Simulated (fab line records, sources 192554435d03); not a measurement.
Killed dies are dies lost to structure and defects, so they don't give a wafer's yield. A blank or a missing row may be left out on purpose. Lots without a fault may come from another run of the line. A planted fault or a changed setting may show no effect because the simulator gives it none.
A struck lot beside a sound one | flow n5_finfet | 14 steps out of a route of 1938
Sound: wafers L442.1, L442.4, L442.5. Struck: wafers L455.1, L455.2, L455.3. The cause comes at the end.
At each step with rows: each side's tool, then ch and its chambers, then its first start. Under that, the readings that differ: sound wafers | struck wafers | difference of the means | sigmas: that difference in standard deviations of wafers without a fault.
alike: readings whose means differ by less than 2 such deviations, and words and numbers that are the same on both sides. not compared: withheld readings, readings that some wafer has no value for, bounds like >300 that may hide the same value, and numbers for which the record gives no deviation and whose values overlap.
The two part at a step that has a row with sigmas, a row that says differs or no value, or rows on one side only. Numbers that don't overlap but have no deviation are shown without sigmas and don't part them. A reading that every wafer of one side lacks parts them only if that side has two wafers or more.

N5_FIN_SAQP_HM_DEP_03: deposits SiNx from SiH4/NH3/N2, target thk 38 nm, time 33.6 s.
  sound on pecvd-04 ch 0,2, day 2 21:14; struck on pecvd-04 ch 0,1,2, day 6 03:17
  alike: heater_power_w, showerhead_plenum_p_Torr, throttle_valve_pct
N5_FIN_SAQP_THK_MEAS_05:
  sound on film_metro-01, day 2 21:19; struck on film_metro-01, day 6 03:23
  alike: thk_nm
N5_FIN_SAQP_PECVD_47: deposits a-Si from SiH4/He, target thk 45 nm, time 36.3 s.
  sound on pecvd-03 ch 0,2, day 2 21:21; struck on pecvd-04 ch 0,1,2, day 6 03:25
  alike: heater_power_w, showerhead_plenum_p_Torr, throttle_valve_pct
N5_FIN_SAQP_PECVD_48: deposits SiNx from SiH4/NH3/N2, target thk 25 nm, time 22.1 s.
  sound on pecvd-03 ch 0,2, day 2 21:23; struck on pecvd-04 ch 0,1,2, day 6 03:28
  alike: heater_power_w, showerhead_plenum_p_Torr, throttle_valve_pct
N5_FIN_SAQP_PECVD_06: deposits a-Si from SiH4/He, target thk 60 nm, time 48.1 s.
  sound on pecvd-03 ch 0,2, day 2 21:26; struck on pecvd-04 ch 0,1,2, day 6 03:30
  alike: heater_power_w, showerhead_plenum_p_Torr, throttle_valve_pct
N5_FIN_SAQP_THK_MEAS_07:
  sound on film_metro-02, day 2 21:31; struck on film_metro-01, day 6 03:35
  alike: thk_nm
N5_FIN_SAQP_HM_DEP_72: deposits SiO2 from SiH4/N2O, target thk 12 nm, time 7.2 s.
  sound on pecvd-04 ch 0,1, day 2 21:34; struck on pecvd-03 ch 0,1,2, day 6 03:37
  alike: heater_power_w, showerhead_plenum_p_Torr
then, 5 steps without rows for these wafers: N5_FIN_SAQP_COAT_49 (time 60 s, resist thk 100 nm); N5_FIN_SAQP_COAT_50 (time 60 s, resist thk 35 nm); N5_FIN_SAQP_COAT_10 (resist thk 90 nm); N5_FIN_SAQP_EBR_12; N5_FIN_SAQP_SOFTBAKE_11 (time 60 s).
N5_FIN_SAQP_EXPOSE_13: exposes mask FIN CORE, target cd 35.6 nm.
  sound on arfi_scanner-02 ch 0, day 2 21:45; struck on arfi_scanner-02, day 6 03:56
  no value came back on the struck wafers for dipole_opening_deg (degrees), exposure_dose_mJ_cm2, reticle_temp_C (C); on the sound wafers dipole_opening_deg (degrees) reads 40 40 40
  alike: mask
then, 1 step without rows for these wafers: N5_FIN_SAQP_PEB_14 (peb time 60 s).

WHERE THEY PART
Only at N5_FIN_SAQP_EXPOSE_13, within this record.

WHY: what the simulator had put in
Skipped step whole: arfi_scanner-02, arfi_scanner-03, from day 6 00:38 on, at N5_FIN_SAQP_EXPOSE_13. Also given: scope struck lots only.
